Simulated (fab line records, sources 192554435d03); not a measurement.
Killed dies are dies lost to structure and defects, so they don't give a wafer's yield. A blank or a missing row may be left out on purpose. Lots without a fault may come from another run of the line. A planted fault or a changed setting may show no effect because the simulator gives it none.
Which tool did it? | flow n5_finfet | 9 lots, 25 wafers sampled, at 6 steps of a route of 1938

WHAT THE GAUGES READ, wafer by wafer
N5_BEOL_M4_RC_MEAS_101. Usual: DIBL_N 35.0 mV/V, standard deviation 2.4; DIBL_P 35.4 mV/V, standard deviation 2.8; IOFF_N 0.14 nA/um, standard deviation 0.045; IOFF_P 0.20 nA/um, standard deviation 0.048; ION_N 667 uA/um, standard deviation 19; ION_P 460 uA/um, standard deviation 11; SS_N 71.2 mV/dec, standard deviation 0.71; SS_P 73.1 mV/dec, standard deviation 0.86; VT_N 252 mV, standard deviation 4.6; VT_P -251 mV, standard deviation 3.4.
lot  | measured     | on        | DIBL_N (mV/V)  | DIBL_P (mV/V)  | IOFF_N (nA/um) | IOFF_P (nA/um) | ION_N (uA/um) | ION_P (uA/um) | SS_N (mV/dec)  | SS_P (mV/dec)  | VT_N (mV)   | VT_P (mV)      | flag
L358 | day 9 20:46  | prober-02 | 33.0 36.3 32.5 | 34.0 37.1 33.9 | 0.11 0.16 0.10 | 0.16 0.20 0.16 | 653 671 642   | 447 453 447   | 71.5 72.5 70.7 | 72.6 73.0 72.7 | 256 251 259 | -253 -250 -255 |
L357 | day 10 06:08 | prober-02 | 35.2 34.9 34.1 | 37.0 35.7 35.7 | 0.14 0.14 0.13 | 0.21 0.19 0.19 | 654 679 683   | 456 461 470   | 70.9 71.3 71.8 | 72.8 73.5 72.8 | 250 250 250 | -251 -250 -251 |
L359 | day 10 11:07 | prober-02 | 34.3 30.9 33.7 | 34.2 31.0 33.4 | 0.13 0.09 0.12 | 0.17 0.13 0.16 | 663 653 652   | 458 452 451   | 71.1 69.9 70.4 | 72.9 71.7 72.2 | 251 259 254 | -251 -255 -253 |
L360 | day 10 13:55 | prober-01 | 38.7 35.9 34.5 | 37.5 35.9 33.4 | 0.18 0.15 0.12 | 0.22 0.21 0.16 | 668 667 667   | 449 465 455   | 72.1 70.9 70.5 | 74.2 74.0 72.8 | 247 247 255 | -251 -250 -255 |
L362 | day 10 22:40 | prober-01 | 35.5 32.0 34.4 | 33.4 30.6 32.6 | 0.12 0.08 0.11 | 0.15 0.12 0.14 | 666 659 662   | 455 453 457   | 70.8 70.2 70.9 | 72.1 71.5 72.1 | 256 258 255 | -257 -257 -254 |
L369 | day 12 18:19 | prober-01 | 31.2 35.9 32.0 | 31.0 34.0 33.4 | 0.07 0.13 0.08 | 0.13 0.16 0.18 | 635 634 628   | 448 435 445   | 70.2 71.8 71.0 | 72.3 72.8 72.4 | 263 257 260 | -256 -255 -252 |
L370 | day 12 19:49 | prober-02 | 33.8 37.8 33.6 | 35.2 39.5 34.3 | 0.10 0.16 0.10 | 0.16 0.23 0.16 | 665 661 664   | 462 454 458   | 71.1 72.3 72.0 | 72.1 73.1 72.7 | 259 252 258 | -256 -250 -255 |
L371 | day 13 14:25 | prober-02 | 33.1 36.3      | 36.2 39.3      | 0.12 0.19      | 0.18 0.23      | 654 702       | 457 479       | 71.3 72.0      | 72.9 74.1      | 253 243     | -251 -248      |
L372 | day 13 23:25 | prober-01 | 34.6 33.8      | 35.6 34.3      | 0.14 0.11      | 0.20 0.17      | 681 656       | 471 450       | 70.7 70.9      | 73.5 73.0      | 251 256     | -252 -256      |

N5_BEOL_M7_THK_MEAS_53: measures by xrf. Usual: M7_THK 77.1 nm, standard deviation 2.2.
lot  | measured     | on            | M7_THK (nm)       | flag
L358 | day 11 00:18 | film_metro-01 | 74.8 79.1 76.4    |
L357 | day 11 08:43 | film_metro-01 | 301.7 301.3 305.7 | OFF
L359 | day 11 10:40 | film_metro-01 | 303.1 299.7 298.2 | OFF
L360 | day 11 18:04 | film_metro-01 | 307.9 306.1 305.9 | OFF
L362 | day 12 01:05 | film_metro-02 | 75.0 75.7 73.2    |
L369 | day 13 23:31 | film_metro-02 | 74.9 75.6 78.3    |
L370 | day 14 03:50 | film_metro-01 | 75.5 77.9 77.7    |
L371 | day 14 23:46 | film_metro-01 | 79.0 81.8         |
L372 | day 15 05:55 | film_metro-01 | 78.9 78.6         |

N5_BEOL_M7_RS_MEAS_57: measures by four-point-probe. Usual: M7_RS 0.299 ohm/sq, standard deviation 0.01.
lot  | measured     | on            | M7_RS (ohm/sq)    | flag
L358 | day 11 00:26 | film_metro-01 | 0.310 0.291 0.302 |
L357 | day 11 08:53 | film_metro-01 | 0.064 0.064 0.063 | OFF
L359 | day 11 10:47 | film_metro-01 | 0.064 0.065 0.065 | OFF
L360 | day 11 18:12 | film_metro-01 | 0.063 0.064 0.064 | OFF
L362 | day 12 01:13 | film_metro-01 | 0.306 0.304 0.317 |
L369 | day 13 23:39 | film_metro-02 | 0.310 0.304 0.294 |
L370 | day 14 03:58 | film_metro-01 | 0.303 0.292 0.294 |
L371 | day 14 23:54 | film_metro-01 | 0.291 0.278       |
L372 | day 15 06:03 | film_metro-02 | 0.295 0.297       |

N5_BEOL_M7_INSPECT_58: inspects for defects (darkfield). Usual: raw_defect_count 71, standard deviation 23.
lot  | measured     | on                | raw_defect_count | flag
L358 | day 11 00:28 | defect_inspect-02 | 60 51 55         |
L357 | day 11 08:54 | defect_inspect-02 | 1284 1307 1323   | OFF
L359 | day 11 10:49 | defect_inspect-02 | 1288 1262 1355   | OFF
L360 | day 11 18:13 | defect_inspect-02 | 1286 1282 1327   | OFF
L362 | day 12 01:14 | defect_inspect-01 | 55 44 68         |
L369 | day 13 23:40 | defect_inspect-01 | 58 35 90         |
L370 | day 14 03:59 | defect_inspect-02 | 87 119 90        |
L371 | day 14 23:56 | defect_inspect-02 | 99 91            |
L372 | day 15 06:05 | defect_inspect-02 | 47 43            |

WHICH TOOL RAN EACH LOT (tool, then ch and the chambers of the sampled wafers, then the start)
lot  | N5_BEOL_M7_SPUTTER_48        | N5_BEOL_M7_CMP_52
L358 | pvd_sputter-02, day 10 23:04 | cmp-03 ch 0,2,3, day 11 00:05
L357 | pvd_sputter-03, day 11 07:47 | cmp-03 ch 0,1,3, day 11 08:25
L359 | pvd_sputter-03, day 11 09:31 | cmp-01 ch 0,2,3, day 11 10:26
L360 | pvd_sputter-03, day 11 16:50 | cmp-01 ch 1,2,3, day 11 17:46
L362 | pvd_sputter-03, day 12 00:17 | cmp-01 ch 0,2,3, day 12 00:47
L369 | pvd_sputter-01, day 13 22:43 | cmp-04 ch 1,3, day 13 23:16
L370 | pvd_sputter-03, day 14 02:23 | cmp-01 ch 0,1,3, day 14 03:32
L371 | pvd_sputter-02, day 14 22:58 | cmp-04 ch 0,2, day 14 23:31
L372 | pvd_sputter-03, day 15 05:07 | cmp-04 ch 0,3, day 15 05:37
- N5_BEOL_M7_SPUTTER_48: material Cu, target thk 10 nm, time 1.667 s.
- N5_BEOL_M7_CMP_52: polishes, stops on SiCOH lowk, t overpolish 6.9 s, target thk 80 nm.

WHAT THE TOOLS THEMSELVES READ (means of the sampled wafers that have a number; where no wafer has one, the mark that the record gives instead)
N5_BEOL_M7_SPUTTER_48. Usual: substrate_temp_c -20.00 C, standard deviation 0.094; susceptor_temp_C -20.00 C, standard deviation 0.11; throttle_valve_pct 30.3 %, standard deviation 1.4.
lot  | tool           | substrate_temp_c (C) | susceptor_temp_C (C) | throttle_valve_pct (%) | flag
L358 | pvd_sputter-02 | -20.00               | -20.06               | 29.2                   |
L357 | pvd_sputter-03 | -20.03               | -19.92               | 29.7                   |
L359 | pvd_sputter-03 | -19.97               | -19.97               | 31.5                   |
L360 | pvd_sputter-03 | -19.92               | -20.02               | 30.8                   |
L362 | pvd_sputter-03 | -20.00               | -20.03               | 31.8                   |
L369 | pvd_sputter-01 | -20.00               | -20.07               | 29.6                   |
L370 | pvd_sputter-03 | -19.97               | -19.93               | 30.7                   |
L371 | pvd_sputter-02 | -19.89               | -19.99               | 29.6                   |
L372 | pvd_sputter-03 | -20.13               | -20.03               | 29.6                   |

N5_BEOL_M7_CMP_52. Usual: barrier_field_endpoint_s 28.7 s, standard deviation 0.97; clearing_platen_down_force_psi 1.500 psi, standard deviation 0.0031; clearing_platen_rpm 49.996 rpm, standard deviation 0.029; motor_current_A 5.8 A, standard deviation 0.63; overpolish_run_s 6.900 s, standard deviation 0.0093; slurry_filter_dp_kPa 13.50 kPa, standard deviation 0.14; time_to_endpoint_s 62 s, standard deviation 4.2.
lot  | tool   | barrier_field_endpoint_s (s) | clearing_platen_down_force_psi (psi) | clearing_platen_rpm (rpm) | motor_current_A (A) | overpolish_run_s (s) | slurry_filter_dp_kPa (kPa) | time_to_endpoint_s (s) | flag
L358 | cmp-03 | 28.6                         | 1.499                                | 49.977                    | 6.2                 | 6.905                | 13.48                      | 60                     |
L357 | cmp-03 | -                            | -                                    | -                         | -                   | -                    | -                          | -                      | OFF
L359 | cmp-01 | -                            | -                                    | -                         | -                   | -                    | -                          | -                      | OFF
L360 | cmp-01 | -                            | -                                    | -                         | -                   | -                    | -                          | -                      | OFF
L362 | cmp-01 | 27.7                         | 1.499                                | 50.013                    | 5.3                 | 6.904                | 13.30                      | 58                     |
L369 | cmp-04 | 29.4                         | 1.502                                | 49.983                    | 5.5                 | 6.902                | 13.58                      | 67                     |
L370 | cmp-01 | 28.8                         | 1.499                                | 49.996                    | 5.5                 | 6.895                | 13.56                      | 62                     |
L371 | cmp-04 | 28.6                         | 1.501                                | 49.968                    | 5.7                 | 6.899                | 13.60                      | 62                     |
L372 | cmp-04 | 28.5                         | 1.501                                | 49.999                    | 6.5                 | 6.896                | 13.63                      | 66                     |

THE ANSWER, worked out from the rows above alone
Rule: a lot is off if the mean of its wafers that have a number lies more than 3 standard deviations from the usual mean. A lot without any number at a reading at which 4 lots or more have one is off too. The other lots that the step has rows for count as sound. The gauges are gone through in route order, then the tools' own readings, and for those a lot's mean is taken as printed above. The first step at which some lot is off is used, and at that step the reading that is off furthest; a lot without a number counts as furthest.
Off: L357, L359, L360, at N5_BEOL_M7_THK_MEAS_53 (M7_THK).
A tool fits if, at a process step before that reading, it ran every lot that is off, and no sound lot after the first of them. The gauges at N5_BEOL_M7_THK_MEAS_53 aren't tried: what is off there is off at N5_BEOL_M7_INSPECT_58 too, on other tools, and a gauge's error can't cause that. None of those tried fits.

WHAT THE SIMULATOR HAD PUT IN
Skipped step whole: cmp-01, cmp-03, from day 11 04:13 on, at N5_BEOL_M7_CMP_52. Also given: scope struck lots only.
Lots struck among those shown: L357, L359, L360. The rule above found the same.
